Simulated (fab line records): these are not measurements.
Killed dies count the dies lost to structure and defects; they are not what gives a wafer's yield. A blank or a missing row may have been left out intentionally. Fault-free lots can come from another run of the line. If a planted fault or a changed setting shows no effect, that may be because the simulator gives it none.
fab line records ; flow n5Finfet
record lots=7; wafers=39
route steps=1938 shown GATE_CUT@466 MOL_CONTACT_COAG@610
startH: the number of hours between the record's first day and the start of the first shown wafer of the lot ; waitH: hours elapsed since this lot's preceding step ; " as in the row above ; L1.1+2: one row covering several wafers at once ; - no value present, or no start provided ; * or withheld: withheld ; < > ~ a bound
route shown NAME@n: names a module that has steps shown in the file, with the first one's number in the route ; usual: average and standard deviation across the fault-free wafers ; same: alike in all rows ; chamber/n: place in a boat ; sites: each site's reading ; _std_site: standard deviation across them ; _edge_site: outer sites' mean less inner sites' ; radiusMm: for every site, how far away it sits from the centre of the wafer ; mask NAME#n: copy n ; behind: the tool/chamber that last shaped the wafer ; hold: cause of the lot's hold/its duration in hours/its outcome ; device: names the non-switching transistor (n, p or np) ; end of line: tests of these same wafers at the route's end ; for a step that has no rows: nothing shown but its recipe ; killed: count of dies lost to structure and defects at first sort (not the wafer's yield) ; map: dies across one wafer; x = killed, . = not, _ = none there
set.NAME: the run value of the setting; set.NAME@STEP: its run value at that earlier step ; model.NAME: the simulator's own value behind a step, which no gauge read
lots where settings were altered on purpose, with a table for each step and a row for each wafer
## steps
# step N5_GATE_CUT_ETCH_56
# recipe chemistry=Cl2/Ar; target=TiN; targetDepthA=216; pressureMtorr=10; icpW=600; biasW=60; Cl2_flow_sccm=40; Ar_flow_sccm=60
lot.wafer;tool;chamber;startH;waitH;set.targetDepthA;model.etch.depthNm
L074.1;rieMetal-02;1;79.21;0.1;216;22.06
L074.2;rieMetal-02;0;79.21;0.1;216;21.73
L074.3;rieMetal-02;0;79.21;0.1;208.7;20.97
L074.4;rieMetal-02;1;79.21;0.1;216;22.1
L074.5;rieMetal-02;1;79.21;0.1;208.7;21.38
L074.6;rieMetal-02;0;79.21;0.1;208.7;21.25
L078.1;rieMetal-03;0;104.07;0.2;216;22.25
L078.2;rieMetal-03;0;104.07;0.2;216;21.94
L078.3;rieMetal-03;0;104.07;0.2;224.5;23.01
L078.4;rieMetal-03;0;104.07;0.2;224.5;22.98
L078.5;rieMetal-03;0;104.07;0.2;216;22.13
L078.6;rieMetal-03;0;104.07;0.2;224.5;22.91
L081.2;rieMetal-02;1;120.78;0.1;216;22.08
L081.4;rieMetal-02;0;120.78;0.1;216;22.02
L081.5;rieMetal-02;1;120.78;0.1;216;21.99
L083.1;rieMetal-02;1;133.83;0.1;216;22.22
L083.2;rieMetal-02;0;133.83;0.1;216;21.92
L083.3;rieMetal-02;0;133.83;0.1;216;21.96
L083.4;rieMetal-02;1;133.83;0.1;200.6;20.55
L083.5;rieMetal-02;0;133.83;0.1;200.6;20.36
L083.6;rieMetal-02;1;133.83;0.1;200.6;20.5
L087.1;rieMetal-03;0;157.47;0.1;216;21.93
L087.2;rieMetal-03;1;157.47;0.1;216;22.48
L087.3;rieMetal-03;1;157.47;0.1;192.8;20.18
L087.4;rieMetal-03;0;157.47;0.1;192.8;19.71
L087.5;rieMetal-03;1;157.47;0.1;216;22.66
L087.6;rieMetal-03;0;157.47;0.1;192.8;19.58
L088.1;rieMetal-02;0;164.36;0.1;216;21.75
L088.2;rieMetal-02;1;164.36;0.1;202;20.66
L088.3;rieMetal-02;0;164.36;0.1;216;21.88
L088.4;rieMetal-02;1;164.36;0.1;216;21.95
L088.5;rieMetal-02;1;164.36;0.1;202;20.6
L088.6;rieMetal-02;0;164.36;0.1;202;20.3
L092.1;rieMetal-01;1;187.53;0.1;216;21.18
L092.2;rieMetal-01;0;187.53;0.1;202.9;20.48
L092.3;rieMetal-01;0;187.53;0.1;216;21.67
L092.4;rieMetal-01;1;187.53;0.1;202.9;19.88
L092.5;rieMetal-01;0;187.53;0.1;202.9;20.39
L092.6;rieMetal-01;1;187.53;0.1;216;21.33
# step N5_GATE_CUT_EXPOSE_10
# recipe maskId=GATE_CUT; na=0.33; sourceShape=annular; sigmaInner=0.35; sigmaOuter=0.8; polarization=unpolarized; targetCdNm=20; doseMj=43.25
lot.wafer;tool;chamber;startH;waitH;mask;set.doseMj
L074.1+3+5;euvScanner-01;0;82.54;-;GATE_CUT#0;46.7
L074.2+4+6;euvScanner-01;0;82.54;-;GATE_CUT#0;43.25
L078.1+3+6;euvScanner-01;0;107.53;-;GATE_CUT#0;43.25
L078.2+4+5;euvScanner-01;0;107.53;-;GATE_CUT#0;42.33
L081.2+4+5;euvScanner-02;0;124.48;-;GATE_CUT#0;43.25
L083.1+2+4;euvScanner-02;0;137.15;-;GATE_CUT#0;40.38
L083.3+5+6;euvScanner-02;0;137.15;-;GATE_CUT#0;43.25
L087.1+2+6;euvScanner-02;0;160.89;-;GATE_CUT#0;44.87
L087.3+4+5;euvScanner-02;0;160.89;-;GATE_CUT#0;43.25
L088.1+2+5;euvScanner-02;0;167.65;-;GATE_CUT#0;45.24
L088.3+4+6;euvScanner-02;0;167.65;-;GATE_CUT#0;43.25
L092.1+2+3;euvScanner-01;0;190.84;-;GATE_CUT#0;44.91
L092.4+5+6;euvScanner-01;0;190.84;-;GATE_CUT#0;43.25
# step N5_GATE_CUT_PEB_11
# recipe pebTempC=100; pebTimeS=60; resist=CAR-EUV
# step N5_GATE_CUT_DEVELOP_12
# recipe developTimeS=30; developer=TMAH; resist=CAR-EUV; rinseLiquid=surfactantRinse; dry=airSpin; devTempC=23
# step N5_GATE_CUT_CD_MEAS_13
# recipe targetCdNm=20; landingEnergyEv=500; detector=seInlens
# usual cdNm=19.98/0.25
lot.wafer;tool;chamber;startH;waitH;set.doseMj@GATE_CUT_EXPOSE_10;cdNm
L074.1;cdSem-02;0;82.67;-;46.7;22.09
L074.2;cdSem-02;0;82.67;-;43.25;20.51
L074.3;cdSem-02;0;82.67;-;46.7;22.06
L074.4;cdSem-02;0;82.67;-;43.25;20.27
L074.5;cdSem-02;0;82.67;-;46.7;22.01
L074.6;cdSem-02;0;82.67;-;43.25;20.00
L078.1;cdSem-02;0;107.67;-;43.25;20.24
L078.2;cdSem-02;0;107.67;-;42.33;19.69
L078.3;cdSem-02;0;107.67;-;43.25;20.10
L078.4;cdSem-02;0;107.67;-;42.33;19.53
L078.5;cdSem-02;0;107.67;-;42.33;19.69
L078.6;cdSem-02;0;107.67;-;43.25;20.04
L081.2;cdSem-03;0;124.61;-;43.25;19.61
L081.4;cdSem-03;0;124.61;-;43.25;19.41
L081.5;cdSem-03;0;124.61;-;43.25;19.61
L083.1;cdSem-01;0;137.28;-;40.38;18.49
L083.2;cdSem-01;0;137.28;-;40.38;18.33
L083.3;cdSem-01;0;137.28;-;43.25;20.09
L083.4;cdSem-01;0;137.28;-;40.38;18.44
L083.5;cdSem-01;0;137.28;-;43.25;19.96
L083.6;cdSem-01;0;137.28;-;43.25;20.11
L087.1;cdSem-02;0;161.02;-;44.87;20.88
L087.2;cdSem-02;0;161.02;-;44.87;20.86
L087.3;cdSem-02;0;161.02;-;43.25;20.01
L087.4;cdSem-02;0;161.02;-;43.25;20.08
L087.5;cdSem-02;0;161.02;-;43.25;20.17
L087.6;cdSem-02;0;161.02;-;44.87;21.01
L088.1;cdSem-02;0;167.78;-;45.24;20.79
L088.2;cdSem-02;0;167.78;-;45.24;20.66
L088.3;cdSem-02;0;167.78;-;43.25;19.55
L088.4;cdSem-02;0;167.78;-;43.25;19.95
L088.5;cdSem-02;0;167.78;-;45.24;21.44
L088.6;cdSem-02;0;167.78;-;43.25;20.10
L092.1;cdSem-02;0;190.98;-;44.91;21.22
L092.2;cdSem-02;0;190.98;-;44.91;21.42
L092.3;cdSem-02;0;190.98;-;44.91;20.78
L092.4;cdSem-02;0;190.98;-;43.25;20.16
L092.5;cdSem-02;0;190.98;-;43.25;19.93
L092.6;cdSem-02;0;190.98;-;43.25;19.99
# step N5_GATE_CUT_DESCUM_18
# recipe chemistry=O2; timeS=7; sourcePowerW=50; biasPowerW=20; pressureMtorr=20; rfFrequencyHz=2.712e+07; tempC=40; resist=CAR-EUV; o2FlowSccm=225
lot.wafer;tool;chamber;startH;waitH;set.doseMj@GATE_CUT_EXPOSE_10;model.GATE_CUT.cdNm
L074.1+5;rieDiel-02;0,3;82.80;0.0;46.7;22
L074.2+4+6;rieDiel-02;3,1,2;82.80;0.0;43.25;20.2
L074.3;rieDiel-02;2;82.80;0.0;46.7;21.6
L078.1+6;rieDiel-01;3,1;107.82;0.1;43.25;20
L078.2+4;rieDiel-01;1,2;107.82;0.1;42.33;19.4
L078.3;rieDiel-01;0;107.82;0.1;43.25;20.4
L078.5;rieDiel-01;0;107.82;0.1;42.33;19.8
L081.2;rieDiel-02;1;124.73;0.0;43.25;19.4
L081.4;rieDiel-02;0;124.73;0.0;43.25;19.6
L081.5;rieDiel-02;0;124.73;0.0;43.25;19.8
L083.1+2;rieDiel-01;2,1;137.42;0.1;40.38;18.4
L083.3+5+6;rieDiel-01;0,2,3;137.42;0.1;43.25;20
L083.4;rieDiel-01;3;137.42;0.1;40.38;18.6
L087.1;rieDiel-06;2;161.14;0.0;44.87;20.6
L087.2+6;rieDiel-06;1,0;161.14;0.0;44.87;20.8
L087.3;rieDiel-06;0;161.14;0.0;43.25;20
L087.4+5;rieDiel-06;2,1;161.14;0.0;43.25;19.8
L088.1;rieDiel-01;0;167.90;0.0;45.24;21
L088.2;rieDiel-01;3;167.90;0.0;45.24;20.8
L088.3;rieDiel-01;1;167.90;0.0;43.25;19.8
L088.4+6;rieDiel-01;2,1;167.90;0.0;43.25;20
L088.5;rieDiel-01;0;167.90;0.0;45.24;21.4
L092.1;rieDiel-06;1;191.10;0.0;44.91;21
L092.2+3;rieDiel-06;3,2;191.10;0.0;44.91;20.8
L092.4;rieDiel-06;0;191.10;0.0;43.25;20.2
L092.5+6;rieDiel-06;3,2;191.10;0.0;43.25;20
# step N5_GATE_CUT_ETCH_28
# recipe chemistry=N2/H2; target=underlayer; targetDepthA=130; maskMaterial=CAR-EUV; timeS=10.4; ionEnergyEv=200; pressureMtorr=30; sourceW=840; biasW=150; n2FlowSccm=200; h2FlowSccm=200; ends=cleared
lot.wafer;tool;chamber;startH;waitH;set.doseMj@GATE_CUT_EXPOSE_10;model.GATE_CUT.cdNm
L074.1+5;rieDiel-02;0,3;82.83;0.0;46.7;22
L074.2;rieDiel-02;3;82.83;0.0;43.25;20
L074.3;rieDiel-02;2;82.83;0.0;46.7;21.8
L074.4+6;rieDiel-02;1,2;82.83;0.0;43.25;20.2
L078.1+6;rieDiel-01;3,1;107.85;0.0;43.25;20
L078.2+4;rieDiel-01;1,2;107.85;0.0;42.33;19.4
L078.3;rieDiel-01;0;107.85;0.0;43.25;20.4
L078.5;rieDiel-01;0;107.85;0.0;42.33;19.8
L081.2+4;rieDiel-02;1,0;124.76;0.0;43.25;19.4
L081.5;rieDiel-02;0;124.76;0.0;43.25;20
L083.1+2;rieDiel-01;2,1;137.46;0.0;40.38;18.4
L083.3+6;rieDiel-01;0,3;137.46;0.0;43.25;20.2
L083.4;rieDiel-01;3;137.46;0.0;40.38;18.8
L083.5;rieDiel-01;2;137.46;0.0;43.25;20
L087.1;rieDiel-06;2;161.18;0.0;44.87;20.6
L087.2+6;rieDiel-06;1,0;161.18;0.0;44.87;20.8
L087.3;rieDiel-06;0;161.18;0.0;43.25;20
L087.4+5;rieDiel-06;2,1;161.18;0.0;43.25;19.8
L088.1;rieDiel-01;0;167.94;0.0;45.24;21.2
L088.2;rieDiel-01;3;167.94;0.0;45.24;21
L088.3;rieDiel-01;1;167.94;0.0;43.25;19.8
L088.4+6;rieDiel-01;2,1;167.94;0.0;43.25;20
L088.5;rieDiel-01;0;167.94;0.0;45.24;21.4
L092.1;rieDiel-06;1;191.14;0.0;44.91;21
L092.2+3;rieDiel-06;3,2;191.14;0.0;44.91;20.8
L092.4;rieDiel-06;0;191.14;0.0;43.25;20.2
L092.5+6;rieDiel-06;3,2;191.14;0.0;43.25;20
# step N5_GATE_CUT_ETCH_36
# recipe chemistry=CF4; target=SiARC; targetDepthA=130; maskMaterial=CAR-EUV; timeS=21.7; ionEnergyEv=80; pressureMtorr=40; sourceW=545; biasW=36; Ar_flow_sccm=100; cf4FlowSccm=100; ends=cleared
lot.wafer;tool;chamber;startH;waitH;set.doseMj@GATE_CUT_EXPOSE_10;model.GATE_CUT.cdNm
L074.1+5;rieDiel-02;0,3;82.85;0.0;46.7;22
L074.2+4+6;rieDiel-02;3,1,2;82.85;0.0;43.25;20.2
L074.3;rieDiel-02;2;82.85;0.0;46.7;21.8
L078.1+6;rieDiel-01;3,1;107.87;0.0;43.25;20
L078.2+4;rieDiel-01;1,2;107.87;0.0;42.33;19.4
L078.3;rieDiel-01;0;107.87;0.0;43.25;20.4
L078.5;rieDiel-01;0;107.87;0.0;42.33;19.8
L081.2+4;rieDiel-02;1,0;124.78;0.0;43.25;19.6
L081.5;rieDiel-02;0;124.78;0.0;43.25;20
L083.1+2;rieDiel-01;2,1;137.48;0.0;40.38;18.4
L083.3+5+6;rieDiel-01;0,2,3;137.48;0.0;43.25;20
L083.4;rieDiel-01;3;137.48;0.0;40.38;18.8
L087.1;rieDiel-06;2;161.20;0.0;44.87;20.6
L087.2;rieDiel-06;1;161.20;0.0;44.87;21
L087.3+5;rieDiel-06;0,1;161.20;0.0;43.25;20
L087.4;rieDiel-06;2;161.20;0.0;43.25;19.8
L087.6;rieDiel-06;0;161.20;0.0;44.87;20.8
L088.1;rieDiel-01;0;167.96;0.0;45.24;21.2
L088.2;rieDiel-01;3;167.96;0.0;45.24;21
L088.3;rieDiel-01;1;167.96;0.0;43.25;19.8
L088.4+6;rieDiel-01;2,1;167.96;0.0;43.25;20
L088.5;rieDiel-01;0;167.96;0.0;45.24;21.4
L092.1;rieDiel-06;1;191.16;0.0;44.91;21
L092.2+3;rieDiel-06;3,2;191.16;0.0;44.91;20.8
L092.4;rieDiel-06;0;191.16;0.0;43.25;20.2
L092.5+6;rieDiel-06;3,2;191.16;0.0;43.25;20
# step N5_MOL_CONTACT_COAG_ETCH_67
# recipe chemistry=N2/H2; target=SOC; targetDepthA=600; overetchA=210; maskMaterial=SiARC; tempC=40; timeS=101.2; ionEnergyEv=200; pressureMtorr=30; sourceW=840; biasW=150; n2FlowSccm=200; h2FlowSccm=200
# usual rfVppV=523/3.4
lot.wafer;tool;chamber;startH;waitH;set.sourceW;rfVppV
L074.1;rieDiel-05;0;98.69;0.0;840;525
L074.2;rieDiel-05;1;98.69;0.0;840;527
L074.3;rieDiel-05;2;98.69;0.0;840;518
L074.4;rieDiel-05;3;98.69;0.0;840;529
L074.5;rieDiel-05;2;98.69;0.0;840;517
L074.6;rieDiel-05;1;98.69;0.0;840;526
L078.1;rieDiel-03;0;127.28;0.0;686;555
L078.2;rieDiel-03;1;127.28;0.0;686;563
L078.3;rieDiel-03;2;127.28;0.0;686;561
L078.4;rieDiel-03;3;127.28;0.0;840;525
L078.5;rieDiel-03;2;127.28;0.0;840;524
L078.6;rieDiel-03;3;127.28;0.0;840;526
L081.2;rieDiel-05;3;140.73;0.0;840;529
L081.4;rieDiel-05;0;140.73;0.0;840;522
L081.5;rieDiel-05;2;140.73;0.0;840;518
L083.1;rieDiel-05;2;155.32;0.0;840;519
L083.2;rieDiel-05;3;155.32;0.0;759.6;547
L083.3;rieDiel-05;0;155.32;0.0;840;523
L083.4;rieDiel-05;1;155.32;0.0;759.6;543
L083.5;rieDiel-05;2;155.32;0.0;759.6;535
L083.6;rieDiel-05;1;155.32;0.0;840;526
L087.1;rieDiel-03;0;176.79;0.0;840;519
L087.2;rieDiel-03;3;176.79;0.0;973.9;500
L087.3;rieDiel-03;3;176.79;0.0;840;525
L087.4;rieDiel-03;0;176.79;0.0;840;519
L087.5;rieDiel-03;3;176.79;0.0;973.9;501
L087.6;rieDiel-03;0;176.79;0.0;973.9;493
L088.1;rieDiel-05;2;185.95;0.0;900.2;505
L088.2;rieDiel-05;1;185.95;0.0;840;524
L088.3;rieDiel-05;3;185.95;0.0;900.2;516
L088.4;rieDiel-05;0;185.95;0.0;840;523
L088.5;rieDiel-05;3;185.95;0.0;900.2;516
L088.6;rieDiel-05;0;185.95;0.0;840;522
L092.1;rieDiel-05;0;207.43;0.0;929.8;504
L092.2;rieDiel-05;1;207.43;0.0;840;524
L092.3;rieDiel-05;3;207.43;0.0;840;529
L092.4;rieDiel-05;2;207.43;0.0;840;518
L092.5;rieDiel-05;2;207.43;0.0;929.8;502
L092.6;rieDiel-05;1;207.43;0.0;929.8;507
## key
split step=N5_GATE_CUT_ETCH_56; setting=targetDepthA; stated=216; by=wafer
response step=N5_GATE_CUT_ETCH_56; reading=model.etch.depthNm; change=+0.22; per=1%; r=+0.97
split step=N5_GATE_CUT_EXPOSE_10; setting=doseMj; stated=43.25; by=wafer
response step=N5_GATE_CUT_CD_MEAS_13; reading=cdNm; change=+0.238; per=1%; r=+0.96
response step=N5_GATE_CUT_DESCUM_18; reading=model.GATE_CUT.cdNm; change=+0.224; per=1%; r=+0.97
response step=N5_GATE_CUT_ETCH_28; reading=model.GATE_CUT.cdNm; change=+0.237; per=1%; r=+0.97
response step=N5_GATE_CUT_ETCH_36; reading=model.GATE_CUT.cdNm; change=+0.228; per=1%; r=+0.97
split step=N5_MOL_CONTACT_COAG_ETCH_67; setting=sourceW; stated=840; by=wafer
response step=N5_MOL_CONTACT_COAG_ETCH_67; reading=rfVppV; change=-1.73; per=1%; r=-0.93
